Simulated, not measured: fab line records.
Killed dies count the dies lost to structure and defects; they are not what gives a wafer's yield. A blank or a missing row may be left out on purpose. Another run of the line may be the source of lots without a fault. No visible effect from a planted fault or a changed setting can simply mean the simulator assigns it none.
Chamber matching | flow n5Finfet | N5_SD_EPI_N_ETCHBACK_44 on rieDiel-04: 4 sister chambers
The step etches SiNx in CH3F/O2, stops on SiO2, target depth 14.5 nm. 8 wafers are shown with their chamber, then 10 later ones without.

== WAFERS WITH THEIR CHAMBER ==
wafer  | chamber | drypumpMotorCurrentA (A) | showerheadPlenumPTorr (Torr)
L079.6 | 2       | 5.41                     | 2.06
L083.2 | 1       | 5.92                     | 1.95
L083.3 | 2       | 5.42                     | 2.06
L083.6 | 0       | 5.82                     | 1.96
L084.4 | 0       | 5.85                     | 1.96
L084.5 | 3       | 5.24                     | 2.06
L088.2 | 1       | 5.93                     | 1.94
L088.5 | 3       | 5.22                     | 2.06

== WAFERS WITHOUT THEIR CHAMBER ==
wafer  | drypumpMotorCurrentA (A) | showerheadPlenumPTorr (Torr)
L088.6 | 5.42                     | 2.06
L089.1 | 5.39                     | 2.06
L089.2 | 5.92                     | 1.94
L089.4 | 5.23                     | 2.06
L091.3 | 5.84                     | 1.96
L091.4 | 5.38                     | 2.06
L091.5 | 5.22                     | 2.06
L095.1 | 5.24                     | 2.06
L095.2 | 5.83                     | 1.96
L095.6 | 5.42                     | 2.05

== CHAMBER TAKEN BY EACH ==
wafer  | from the rows above | in truth
L088.6 | 2                   | 2
L089.1 | 2                   | 2
L089.2 | 1                   | 1
L089.4 | 3                   | 3
L091.3 | 0                   | 0
L091.4 | 2                   | 2
L091.5 | 3                   | 3
L095.1 | 3                   | 3
L095.2 | 0                   | 0
L095.6 | 2                   | 2
Placed correctly: 10 of 10. Left unplaced by these rows: 0. Wrongly placed: 0.
How it was worked out, from the rows above alone: a wafer's distance from a chamber is the root of the sum, over the readings, of the square of ((its reading less the chamber's mean) divided by the reading's scatter). If the next closest chamber is less than 2 further off than the closest, the wafer can't be placed; otherwise it belongs to the closest. For every chamber, the mean is computed from those of its wafers that are shown. The scatter: the root of (the sum of the squares of (reading less its chamber's mean) over the shown wafers, divided by (wafers less chambers)).
